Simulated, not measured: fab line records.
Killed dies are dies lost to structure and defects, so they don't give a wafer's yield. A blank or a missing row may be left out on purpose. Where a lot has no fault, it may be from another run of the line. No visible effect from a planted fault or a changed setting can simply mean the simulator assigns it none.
fab line records | flow n5-finfet
[record] lots = 6 wafers = 18 last-day = 18
route steps=1938 shown BEOL_M15@1789 PASSIVATION@1936
lots that met no fault: from a run of the same line without faults
start-h: the number of hours between the record's first day and the start of the first shown wafer of the lot | wait-h: hours from the lot's prior step to this one | " the same as in the row above | L1.1+2: a row that stands for several wafers | - no value, or no start was given | * or withheld: withheld | < > ~ a bound
route shown NAME@n: NAME is a module with steps in the file, n the number in the route of the first one | usual: average and standard deviation across the fault-free wafers | same: alike in all rows | chamber/n: place in a boat | sites: each site's reading | _std_site: standard deviation across them | _edge_site: inner sites' mean taken away from outer sites' mean | radius-mm: how far each site lies from the wafer's centre | mask NAME#n: copy n | behind: the last tool/chamber to shape the wafer | hold: why the lot went on hold/how many hours it stayed there/how the hold came to an end | device: the transistor (n, p or np) that didn't switch | end of line: the route-end tests of the same wafers | where a step has no rows: the recipe by itself | killed: dies that structure and defects cost at the first sort, which is not the same as the wafer's yield | map: the dies of a wafer, with x for killed, . for not killed, _ for no die there
set.NAME: the setting as run; set.NAME@STEP: as run at that earlier step | model.NAME: the simulator's own value behind a step, which no gauge read
certain route steps with their lots: each step a table, each wafer a row
services: the hour from which a tool's chamber was out of use, counted from the record's first day as start-h (under 0 if before that day), plus the number of hours and why
[[steps]]
[step N5_BEOL_M15_STRIP_63]
[recipe] chemistry = O2 power-w = 600 temp-c = 60 pressure-mtorr = 30 rf-frequency-hz = 6e+07 bias-power-w = 0 overash-fraction = 0.3 o2-flow-sccm = 225
[usual] drypump-motor-current-A = 5.6/0.34 oes-product-au = 0.81/0.076 rf-vpp-V = 3.6/0.75 showerhead-plenum-p-Torr = 2.11/0.08 temp-c = 59.99/0.11 throttle-valve-pct = 16.50/0.23
// columns lot.wafer tool chamber start-h wait-h drypump-motor-current-A oes-product-au rf-hours-counter-h rf-vpp-V showerhead-plenum-p-Torr temp-c throttle-valve-pct
L129.4 rie-diel-01 0 - - 5.2 0.70 195 3.7 2.15 59.91 16.69
L129.5 " 0 " " 5.2 0.71 - 2.7 2.15 60.08 16.69
L129.6 " 1 " " 5.8 0.70 - 3.4 2.07 60.08 16.60
L139.2 rie-diel-03 2 - - 5.2 0.73 210 3.1 1.98 60.00 16.33
L139.3 " 1 " " 6.0 0.75 129 3.7 2.18 59.86 16.28
L139.4 " 0 " " 5.3 0.79 107 5.6 2.21 60.00 16.41
L144.1 rie-diel-01 3 - - 6.3 0.81 94 4.4 2.02 60.12 16.43
L144.2 " 2 " " 6.1 0.96 7 3.9 2.26 60.06 16.54
L144.6 " 1 " " 5.8 0.69 - 3.2 2.07 60.27 16.66
L146.2 rie-diel-06 3 - - 5.3 0.78 119 3.7 2.19 59.93 16.75
L146.5 " 1 " " 5.9 0.80 - 4.2 2.09 59.95 16.15
L146.6 " 2 " " 5.2 0.93 - 2.7 2.04 59.81 16.53
L148.4 rie-diel-06 3 - - 5.3 0.78 123 3.8 2.19 60.07 16.75
L148.5 " 3 " " 5.3 0.77 - 2.8 2.19 59.90 16.74
L148.6 " 2 " " 5.2 0.92 - 2.8 2.04 59.84 16.55
L152.1 rie-diel-01 1 - - 5.8 0.98 4 3.6 2.06 60.09 16.24
L152.2 " 3 " " 6.2 0.80 116 3.0 2.02 59.97 16.48
L152.3 " 2 " " 6.1 0.89 29 2.1 2.25 59.95 16.59
[step N5_BEOL_M15_STRIP_64]
[recipe] chemistry = O2 power-w = 600 temp-c = 60 pressure-mtorr = 30 rf-frequency-hz = 6e+07 bias-power-w = 0 overash-fraction = 0.3 o2-flow-sccm = 225
[step N5_BEOL_M15_STRIP_65]
[recipe] chemistry = post-etch-residue-remover time-s = 60 temp-c = 25 remover-ph = withheld remover-water-wt-pct = withheld remover-fluoride-wt-pct = withheld
[step N5_BEOL_M15_SRD_66]
[recipe] time-s = 30 temp-c = 23 rinse-liquid = diw dry = n2-spin spin-rpm = 1500 dry-time-s = 30
[step N5_BEOL_M15_CD_MEAS_17]
[recipe] target-cd-nm = 360 polarity = opening
[usual] cd-nm = 361.0/1.9
// columns lot.wafer tool chamber start-h wait-h cd-nm
L129.4 cd-sem-03 - 249.35 0.0 359.5
L129.5 " - " " 359.7
L129.6 " - " " 360.1
L139.2 cd-sem-01 - 334.28 0.0 359.1
L139.3 " - " " 362.5
L139.4 " - " " 359.6
L144.1 cd-sem-01 - 336.46 0.0 358.0
L144.2 " - " " 364.1
L144.6 " - " " 357.0
L146.2 cd-sem-03 - 355.23 0.0 358.8
L146.5 " - " " 361.0
L146.6 " - " " 363.5
L148.4 cd-sem-02 - 370.94 0.0 360.0
L148.5 " - " " 358.6
L148.6 " - " " 359.8
L152.1 cd-sem-02 - 401.12 0.0 361.3
L152.2 " - " " 359.9
L152.3 " - " " 362.4
[step N5_BEOL_M15_COAT_56]
[recipe] resist = SOC temp-c = 250 time-s = 60 spin-rpm = 1500 resist-thk-nm = 550
[step N5_BEOL_M15_ETCH_57]
[recipe] chemistry = N2/H2 target = SOC source-w = 3000 bias-w = 350 time-s = 750 ion-energy-ev = 200 pressure-mtorr = 30 n2-flow-sccm = 200 h2-flow-sccm = 200
[usual] drypump-motor-current-A = 5.7/0.39 oes-product-au = 0.79/0.088 rf-vpp-V = 524.4/2.6 showerhead-plenum-p-Torr = 2.56/0.093 throttle-valve-pct = 17.68/0.24
// columns lot.wafer tool chamber start-h wait-h drypump-motor-current-A oes-product-au rf-hours-counter-h rf-vpp-V showerhead-plenum-p-Torr throttle-valve-pct
L129.4 rie-diel-01 1 249.45 - 5.8 0.70 216 521.1 2.51 17.60
L129.5 " 2 " " 6.1 0.68 - 520.8 2.40 17.87
L129.6 " 1 " " 5.9 0.70 - 523.1 2.51 17.61
L139.2 rie-diel-01 0 334.38 - 5.2 0.68 225 526.1 2.62 18.02
L139.3 " 3 " " 6.3 0.84 93 521.3 2.46 17.49
L139.4 " 1 " " 5.9 0.69 238 523.3 2.50 17.65
L144.1 rie-diel-06 0 336.56 - 5.8 0.85 88 521.3 2.45 17.64
L144.2 " 2 " " 5.2 0.94 6 523.9 2.50 17.76
L144.6 " 2 " " 5.3 0.94 - 520.7 2.50 17.76
L146.2 rie-diel-03 0 355.41 - 5.2 0.78 114 527.2 2.68 17.55
L146.5 " 1 " " 6.0 0.75 - 526.3 2.66 17.39
L146.6 " 2 " " 5.2 0.72 - 520.7 2.43 17.54
L148.4 rie-diel-03 1 371.30 - 6.0 0.75 140 527.8 2.66 17.41
L148.5 " 1 " " 6.0 0.75 - 527.0 2.66 17.39
L148.6 " 0 " " 5.2 0.78 - 526.9 2.67 17.55
L152.1 rie-diel-06 3 401.22 - 5.3 0.76 133 526.8 2.64 17.81
L152.2 " 2 " " 5.2 0.90 24 522.5 2.50 17.80
L152.3 " 1 " " 5.9 0.79 110 524.5 2.55 17.33
[step N5_BEOL_M15_COAT_60]
[recipe] resist = BARC temp-c = 205 time-s = 60 spin-rpm = 1500 resist-thk-nm = 89
[step N5_BEOL_M15_COAT_22]
[recipe] spin-rpm = 1704 resist-thk-nm = 800
[step N5_BEOL_M15_EBR_24]
[recipe] solvent = PGMEA ebr-width-mm = 1.5
[step N5_BEOL_M15_SOFTBAKE_23]
[recipe] temp-c = 130 time-s = 60
[step N5_BEOL_M15_EXPOSE_25]
[recipe] mask-id = M15 na = 0.8 source-shape = annular sigma-inner = 0.5 sigma-outer = 0.8 polarization = unpolarized target-cd-nm = 400 dose-mj = 35.5
[step N5_BEOL_M15_PEB_26]
[recipe] peb-temp-c = 130 peb-time-s = 90
[usual] resist-line-temp-C = 23.00/0.12
// columns lot.wafer tool chamber start-h wait-h resist-line-temp-C
L129.4 litho-track-01 0 250.11 0.0 23.10
L129.5 " 0 " " 23.01
L129.6 " 0 " " 22.96
L139.2 litho-track-01 0 335.03 0.0 23.00
L139.3 " 0 " " 22.97
L139.4 " 0 " " 22.93
L144.1 litho-track-01 0 337.34 0.1 22.82
L144.2 " 0 " " 22.79
L144.6 " 0 " " 22.78
L146.2 litho-track-03 0 356.07 0.0 23.10
L146.5 " 0 " " 23.07
L146.6 " 0 " " 23.22
L148.4 litho-track-04 0 371.96 0.0 23.02
L148.5 " 0 " " 22.97
L148.6 " 0 " " 22.95
L152.1 litho-track-03 0 401.88 0.1 22.92
L152.2 " 0 " " 22.97
L152.3 " 0 " " 22.77
[step N5_BEOL_M15_DEVELOP_27]
[recipe] develop-time-s = 45 rinse-liquid = diw dry = air-spin dev-temp-c = 21
[step N5_BEOL_M15_HARDBAKE_32]
[recipe] temp-c = 130 time-s = 120
[step N5_BEOL_M15_CD_MEAS_28]
[recipe] target-cd-nm = 407.6 landing-energy-ev = 500 detector = se-inlens
[usual] cd-nm = 407.3/1.8
// columns lot.wafer tool chamber start-h wait-h cd-nm
L129.4 cd-sem-03 0 250.23 - 409.5
L129.5 " 0 " " 407.0
L129.6 " 0 " " 410.2
L139.2 cd-sem-02 0 335.15 - 409.8
L139.3 " 0 " " 423.8
L139.4 " 0 " " 425.2
L144.1 cd-sem-01 0 337.45 - 407.9
L144.2 " 0 " " 408.0
L144.6 " 0 " " 422.1
L146.2 cd-sem-03 0 356.19 - 409.0
L146.5 " 0 " " 407.8
L146.6 " 0 " " 405.5
L148.4 cd-sem-01 0 372.08 - 409.6
L148.5 " 0 " " 405.7
L148.6 " 0 " " 406.1
L152.1 cd-sem-01 0 402.00 - 405.8
L152.2 " 0 " " 407.6
L152.3 " 0 " " 408.8
[step N5_BEOL_M15_OVL_MEAS_29]
[recipe] points-per-wafer = 44
[usual] M15_OVL = -6/4.8
[same] points-per-wafer = 44
// columns lot.wafer tool chamber start-h wait-h M15_OVL[nm]
L129.4 overlay-01 0 250.25 0.0 -15
L129.5 " 0 " " -13
L129.6 " 0 " " -9
L139.2 overlay-01 0 335.18 0.0 -7
L139.3 " 0 " " -9
L139.4 " 0 " " 1
L144.1 overlay-02 0 337.48 0.0 -1
L144.2 " 0 " " 2
L144.6 " 0 " " 11
L146.2 overlay-01 0 356.22 0.0 -6
L146.5 " 0 " " -5
L146.6 " 0 " " -7
L148.4 overlay-02 0 372.10 0.0 -11
L148.5 " 0 " " -2
L148.6 " 0 " " -6
L152.1 overlay-01 0 402.03 0.0 -6
L152.2 " 0 " " -10
L152.3 " 0 " " -5
[step N5_BEOL_M15_INSPECT_30]
[recipe] mode = adi inspect-instrument = macro
[usual] raw-defect-count = 2.2/1.3
// columns lot.wafer tool chamber start-h wait-h raw-defect-count
L129.4 defect-inspect-02 - 250.28 0.0 1
L129.5 " - " " 0
L129.6 " - " " 2
L139.2 defect-inspect-01 - 335.20 0.0 2
L139.3 " - " " 2
L139.4 " - " " 1
L144.1 defect-inspect-02 - 337.51 0.0 3
L144.2 " - " " 2
L144.6 " - " " 1
L146.2 defect-inspect-01 - 356.24 0.0 3
L146.5 " - " " 2
L146.6 " - " " 3
L148.4 defect-inspect-01 - 372.13 0.0 1
L148.5 " - " " 5
L148.6 " - " " 4
L152.1 defect-inspect-01 - 402.05 0.0 3
L152.2 " - " " 1
L152.3 " - " " 2
[step N5_BEOL_M15_DESCUM_33]
[recipe] chemistry = O2 time-s = 7.9 source-power-w = 50 bias-power-w = 20 pressure-mtorr = 20 rf-frequency-hz = 2.712e+07 temp-c = 40 o2-flow-sccm = 225
[usual] drypump-motor-current-A = 5.6/0.36 oes-product-au = 0.79/0.078 rf-vpp-V = 243.4/1.5 showerhead-plenum-p-Torr = 2.11/0.083 temp-c = 40.01/0.11 throttle-valve-pct = 20.25/0.26
// columns lot.wafer tool chamber start-h wait-h drypump-motor-current-A oes-product-au rf-hours-counter-h rf-vpp-V showerhead-plenum-p-Torr temp-c throttle-valve-pct model.BEOL_M15.cd-nm
L129.4 rie-diel-03 2 250.31 0.0 5.2 0.74 185 241.7 1.98 40.07 19.96 409.8
L129.5 " 1 " " 6.0 0.77 - 244.1 2.19 40.00 19.95 407
L129.6 " 0 " " 5.2 0.82 - 245.6 2.22 40.05 20.14 410.2
L139.2 rie-diel-03 0 335.44 0.2 5.2 0.79 108 244.5 2.21 39.79 20.18 409.8
L139.3 " 1 " " 6.0 0.75 130 244.0 2.18 40.10 19.99 424
L139.4 " 2 " " 5.2 0.72 210 241.6 1.97 40.13 19.97 424.6
L144.1 rie-diel-03 2 338.04 0.5 5.2 0.72 211 240.6 1.97 40.10 19.99 407.6
L144.2 " 0 " " 5.2 0.78 109 246.1 2.21 40.00 20.21 407.8
L144.6 " 1 " " 6.0 0.75 - 245.0 2.18 40.17 20.00 422.4
L146.2 rie-diel-01 0 356.53 0.3 5.2 0.67 231 244.2 2.13 39.93 20.43 408.8
L146.5 " 2 " " 6.1 0.96 - 246.7 2.25 39.85 20.39 407.4
L146.6 " 3 " " 6.2 0.82 - 242.3 2.02 40.01 20.17 405.8
L148.4 rie-diel-03 0 372.21 0.1 5.2 0.77 119 244.7 2.21 40.01 20.19 409.8
L148.5 " 2 " " 5.2 0.70 - 241.3 1.97 40.04 19.97 406
L148.6 " 3 " " 5.8 0.87 - 244.3 2.13 39.92 20.52 406.4
L152.1 rie-diel-03 1 402.09 0.0 6.0 0.74 148 243.3 2.17 40.23 20.05 405.6
L152.2 " 2 " " 5.2 0.71 229 241.0 1.96 39.74 20.01 407.8
L152.3 " 3 " " 5.8 0.87 47 243.3 2.13 40.08 20.53 408.6
[step N5_BEOL_M15_ETCH_61]
[recipe] chemistry = N2/H2 target = BARC target-depth-a = 890 overetch-a = 267 time-s = 67.9 ion-energy-ev = 200 pressure-mtorr = 30 source-w = 840 bias-w = 150 n2-flow-sccm = 200 h2-flow-sccm = 200
[usual] drypump-motor-current-A = 5.6/0.36 oes-product-au = 0.68/0.063 rf-vpp-V = 524.4/2.7 showerhead-plenum-p-Torr = 2.57/0.095 throttle-valve-pct = 17.77/0.29
// columns lot.wafer tool chamber start-h wait-h drypump-motor-current-A oes-product-au rf-hours-counter-h rf-vpp-V showerhead-plenum-p-Torr throttle-valve-pct
L129.4 rie-diel-03 2 250.35 0.0 5.3 0.63 185 520.4 2.44 17.59
L129.5 " 1 " " 6.0 0.67 - 527.8 2.67 17.44
L129.6 " 0 " " 5.3 0.69 - 526.8 2.69 17.60
L139.2 rie-diel-03 0 335.48 0.0 5.3 0.67 108 527.0 2.68 17.64
L139.3 " 1 " " 6.0 0.65 130 526.5 2.66 17.48
L139.4 " 2 " " 5.2 0.61 210 520.3 2.43 17.62
L144.1 rie-diel-03 2 338.07 0.0 5.2 0.61 211 520.4 2.43 17.66
L144.2 " 0 " " 5.2 0.67 109 527.9 2.68 17.66
L144.6 " 1 " " 6.0 0.65 - 526.7 2.66 17.48
L146.2 rie-diel-01 0 356.57 0.0 5.2 0.59 231 525.5 2.62 18.13
L146.5 " 2 " " 6.1 0.79 - 527.5 2.70 17.63
L146.6 " 3 " " 6.2 0.71 - 521.6 2.46 17.64
L148.4 rie-diel-03 0 372.25 0.0 5.3 0.66 119 528.3 2.67 17.68
L148.5 " 2 " " 5.2 0.61 - 520.5 2.43 17.64
L148.6 " 3 " " 5.9 0.74 - 525.6 2.62 18.30
L152.1 rie-diel-03 1 402.12 0.0 6.0 0.65 148 527.2 2.65 17.52
L152.2 " 2 " " 5.2 0.61 229 519.2 2.42 17.67
L152.3 " 3 " " 5.9 0.74 47 524.9 2.62 18.30
[step N5_BEOL_M15_TRENCH_ETCH_34]
[recipe] chemistry = C4F8/O2/Ar target = SiO2 target-depth-a = 8729.3 he-inner-torr = 15 he-outer-torr = 30 time-s = 199 ion-energy-ev = 800 pressure-mtorr = 20 source-w = 1905 bias-w = 2040 Ar_flow_sccm = 400 C4F8_flow_sccm = 16 O2_flow_sccm = 12
[usual] drypump-motor-current-A = 5.6/0.36 oes-product-au = 0.79/0.08 rf-vpp-V = 2212/27 showerhead-plenum-p-Torr = 3.46/0.13 throttle-valve-pct = 30.7/0.36
// columns lot.wafer tool chamber start-h wait-h drypump-motor-current-A oes-product-au rf-hours-counter-h rf-vpp-V showerhead-plenum-p-Torr throttle-valve-pct
L129.4 rie-diel-03 2 250.40 0.0 5.2 0.72 185 2193 3.27 30.2
L129.5 " 1 " " 6.0 0.77 - 2212 3.58 30.3
L129.6 " 0 " " 5.3 0.81 - 2220 3.64 30.8
L139.2 rie-diel-03 0 335.53 0.0 5.3 0.78 108 2220 3.63 30.8
L139.3 " 1 " " 6.0 0.74 130 2209 3.57 30.3
L139.4 " 2 " " 5.2 0.71 210 2191 3.25 30.2
L144.1 rie-diel-03 2 338.12 0.0 5.2 0.71 211 2192 3.25 30.2
L144.2 " 0 " " 5.3 0.78 109 2221 3.63 30.8
L144.6 " 1 " " 6.0 0.74 - 2208 3.57 30.3
L146.2 rie-diel-01 0 356.62 0.0 5.2 0.67 232 2171 3.50 30.8
L146.5 " 2 " " 6.1 0.94 - 2222 3.61 30.6
L146.6 " 3 " " 6.3 0.82 - 2277 3.34 30.6
L148.4 rie-diel-03 0 372.30 0.0 5.3 0.77 119 2219 3.62 30.8
L148.5 " 2 " " 5.2 0.70 - 2193 3.25 30.3
L148.6 " 3 " " 5.9 0.88 - 2229 3.50 31.2
L152.1 rie-diel-03 1 402.17 0.0 6.0 0.73 148 2208 3.56 30.3
L152.2 " 2 " " 5.2 0.69 229 2191 3.24 30.3
L152.3 " 3 " " 5.9 0.86 47 2227 3.50 31.2
[step N5_BEOL_M15_STRIP_36]
[recipe] chemistry = O2 power-w = 600 temp-c = 60 pressure-mtorr = 30 rf-frequency-hz = 6e+07 bias-power-w = 0 overash-fraction = 0.3 o2-flow-sccm = 225
[usual] drypump-motor-current-A = 5.6/0.36 oes-product-au = 0.80/0.08 rf-vpp-V = 3.6/0.89 showerhead-plenum-p-Torr = 2.11/0.081 temp-c = 60.00/0.1 throttle-valve-pct = 16.52/0.23
// columns lot.wafer tool chamber start-h wait-h drypump-motor-current-A oes-product-au rf-hours-counter-h rf-vpp-V showerhead-plenum-p-Torr temp-c throttle-valve-pct
L129.4 rie-diel-03 1 252.97 2.4 6.0 0.79 104 4.6 2.19 59.89 16.24
L129.5 " 1 " " 6.0 0.79 - 5.7 2.19 59.94 16.25
L129.6 " 0 " " 5.3 0.81 - 1.8 2.22 59.90 16.34
L139.2 rie-diel-01 3 337.99 2.3 6.2 0.82 95 5.6 2.02 59.97 16.44
L139.3 " 1 " " 5.8 0.68 240 3.0 2.07 59.83 16.65
L139.4 " 0 " " 5.3 0.68 226 2.9 2.14 60.05 16.72
L144.1 rie-diel-03 0 338.35 0.0 5.3 0.78 109 3.8 2.21 59.94 16.38
L144.2 " 2 " " 5.2 0.72 211 4.7 1.97 60.12 16.31
L144.6 " 1 " " 6.0 0.75 - 3.6 2.19 59.84 16.28
L146.2 rie-diel-03 3 358.19 1.4 5.9 0.90 34 4.0 2.13 60.06 16.69
L146.5 " 3 " " 5.9 0.89 - 4.5 2.14 59.97 16.68
L146.6 " 0 " " 5.3 0.78 - 4.1 2.21 59.94 16.42
L148.4 rie-diel-01 3 373.34 0.8 6.2 0.81 - 2.6 2.02 59.91 16.48
L148.5 " 2 " " 6.1 0.92 - 4.0 2.25 60.00 16.53
L148.6 " 0 " " 5.2 0.67 - 1.4 2.13 60.18 16.77
L152.1 rie-diel-01 2 405.65 3.3 6.1 0.91 31 4.6 2.25 59.98 16.59
L152.2 " 1 " " 5.8 0.98 5 2.9 2.06 59.94 16.22
L152.3 " 3 " " 6.2 0.80 117 3.9 2.02 59.90 16.49
[step N5_BEOL_M15_STRIP_62]
[recipe] chemistry = O2 power-w = 600 temp-c = 60 pressure-mtorr = 30 rf-frequency-hz = 6e+07 bias-power-w = 0 overash-fraction = 0.3 o2-flow-sccm = 225
[step N5_BEOL_M15_STRIP_37]
[recipe] chemistry = O2 power-w = 600 temp-c = 60 pressure-mtorr = 30 rf-frequency-hz = 6e+07 bias-power-w = 0 overash-fraction = 0.3 o2-flow-sccm = 225
[step N5_BEOL_M15_ETCH_38]
[recipe] chemistry = CF4/N2 target = SiCN target-depth-a = 1064 taper-deg = 2 time-s = 120.5 ion-energy-ev = 150 mask-material = SiO2 pressure-mtorr = 40 source-w = 430 bias-w = 70 Ar_flow_sccm = 100 cf4-flow-sccm = 60 n2-flow-sccm = 60
[usual] drypump-motor-current-A = 5.6/0.36 oes-product-au = 0.80/0.082 rf-vpp-V = 382.8/2.1 showerhead-plenum-p-Torr = 2.23/0.079 throttle-valve-pct = 15.34/0.23
// columns lot.wafer tool chamber start-h wait-h drypump-motor-current-A oes-product-au rf-hours-counter-h rf-vpp-V showerhead-plenum-p-Torr throttle-valve-pct model.BEOL_M15.cd-nm
L129.4 rie-diel-03 1 - - 6.0 0.78 104 383.8 2.31 15.06 402.4
L129.5 " 1 " " 6.0 0.77 - 384.2 2.31 15.05 398.2
L129.6 " 0 " " 5.2 0.81 - 384.5 2.33 15.11 402.8
L139.2 rie-diel-01 3 - - 6.2 0.83 95 380.0 2.14 15.28 401
L139.3 " 1 " " 5.8 0.70 240 381.7 2.18 15.47 415.8
L139.4 " 0 " " 5.2 0.68 227 383.6 2.26 15.60 415.6
L144.1 rie-diel-03 0 - - 5.2 0.77 109 385.2 2.32 15.16 400.2
L144.2 " 2 " " 5.2 0.72 211 380.9 2.10 15.21 400.2
L144.6 " 1 " " 6.0 0.74 - 384.0 2.30 15.10 415.4
L146.2 rie-diel-03 3 - - 5.8 0.89 34 383.8 2.26 15.47 400
L146.5 " 3 " " 5.9 0.90 - 383.4 2.26 15.47 400.2
L146.6 " 0 " " 5.2 0.77 - 385.4 2.32 15.16 396.8
L148.4 rie-diel-01 3 - - 6.2 0.82 - 380.4 2.14 15.31 402.4
L148.5 " 2 " " 6.1 0.93 - 386.6 2.34 15.20 398.8
L148.6 " 0 " " 5.2 0.67 - 383.5 2.26 15.63 399.2
L152.1 rie-diel-01 2 - - 6.1 0.92 31 385.9 2.34 15.22 398
L152.2 " 1 " " 5.8 1.01 6 382.0 2.18 15.02 401
L152.3 " 3 " " 6.2 0.80 118 380.5 2.13 15.31 402.6
[step N5_BEOL_M15_PRECLEAN_39]
[recipe] chemistry = residue-remover time-s = 60 temp-c = 40
[step N5_PASSIVATION_PROBE_49]
[usual] defect-limited-yield = 91.7/1.5 killed_at_M0_to_M3 = 32/9.6 killed_at_M4_up = 13/5.3 killed-at-contacts = 12/6.8 killed-at-front-end = 36/9.8 killed-at-other = 4/3.1 killed-dies = 98/17 killed-open = 65/13 killed-short = 32/8.5 sort_bin_5_function = 4.9/0.93 sort_bin_6_memory = 3.2/0.67 sort_bin_8_speed = 0.00/0.02 sort-n-pass = 1082/17 sort-yield-pct = 91.7/1.4
[same] gross-dies = 1180 killed-at-back-side = 0 sort_bin_4_leakage[%] = 0
// columns lot.wafer tool chamber start-h wait-h defect-limited-yield[%] killed_at_M0_to_M3 killed_at_M4_up killed-at-contacts killed-at-front-end killed-at-other killed-dies killed-open killed-short sort_bin_5_function[%] sort_bin_6_memory[%] sort_bin_8_speed[%] sort-n-pass sort-yield-pct[%]
L144.1 prober-02 - 361.00 0.9 91.4 32 17 2 46 5 102 71 30 5.2 3.4 0 1078 91.4
L144.2 prober-02 - 361.05 1.0 90.9 31 20 4 48 4 107 73 32 5.5 3.2 0 1073 90.9
// killed by level:class
L144.1 STI_FIN_REVEAL:geometric-particle:open=11 FIN_SAQP:geometric-particle:open=10 BEOL_M5:geometric-particle:open=8 FIN_SAQP:geometric-particle:short=7 BEOL_M0_SAQP:geometric-particle:open=7 BEOL_M0_SAQP:geometric-particle:short=7 BEOL_M2:geometric-particle:open=6 BEOL_M3:geometric-particle:open=6
L144.2 FIN_SAQP:geometric-particle:open=15 STI_FIN_REVEAL:geometric-particle:open=8 FIN_SAQP:geometric-particle:short=7 BEOL_M0_SAQP:geometric-particle:open=7 BEOL_M2:geometric-particle:open=7 BEOL_M2:geometric-particle:short=5 BEOL_M5:geometric-particle:open=5 MOL_CONTACT_COAG:geometric-particle:open=4
[[services]]
// columns tool chamber start-h hours kind
rie-diel-03 3 231.56 - clean
rie-diel-03 3 231.56 - consumable-replace:focus-ring
rie-diel-03 3 231.56 15.0 scheduled-down
rie-diel-03 3 231.56 15.0 vent-cycle
rie-diel-06 3 248.87 4.0 repair
rie-diel-01 1 271.31 18.5 repair
rie-diel-01 2 282.41 8.8 repair
rie-diel-01 2 291.30 - clean
rie-diel-01 2 291.30 - consumable-replace:focus-ring
rie-diel-01 2 291.30 - consumable-replace:showerhead
rie-diel-01 2 291.30 21.6 scheduled-down
rie-diel-01 2 291.30 21.6 vent-cycle
rie-diel-06 2 303.58 - clean
rie-diel-06 2 303.58 - consumable-replace:focus-ring
rie-diel-06 2 303.58 16.4 scheduled-down
rie-diel-06 2 303.58 16.4 vent-cycle
rie-diel-01 - 346.57 2.8 pm
rie-diel-06 - 363.32 2.8 pm
rie-diel-03 - 366.81 2.8 pm
rie-diel-01 1 369.50 - clean
rie-diel-01 1 369.50 - consumable-replace:focus-ring
rie-diel-01 1 369.50 18.0 scheduled-down
rie-diel-01 1 369.50 18.0 vent-cycle
rie-diel-01 0 397.09 19.4 repair
[[key]]
[first-sign] step = N5_BEOL_M15_CD_MEAS_28 reading = cd-nm direction = up sigmas = 8.9 usual = 407.3 struck = 423.7
effect none on later readings
[model-effect] step = N5_BEOL_M15_DESCUM_33 value = BEOL_M15.cd-nm without = 406.5 struck = 423.7
[model-effect] step = N5_BEOL_M15_ETCH_38 value = BEOL_M15.cd-nm without = 398.5 struck = 415.6
met-at N5_BEOL_M15_PEB_26
struck-wafers L139.3,L139.4,L144.6
onset-between 250.11 335.03
[fault] kind = process-parameter-drift tool = litho-track-01 chamber = - onset-h = 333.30 steps = N5_BEOL_M15_PEB_26 channel = peb-time-s offset = * shape = step end-h = 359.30 scope = struck-wafers-only acts-in = * stated = *
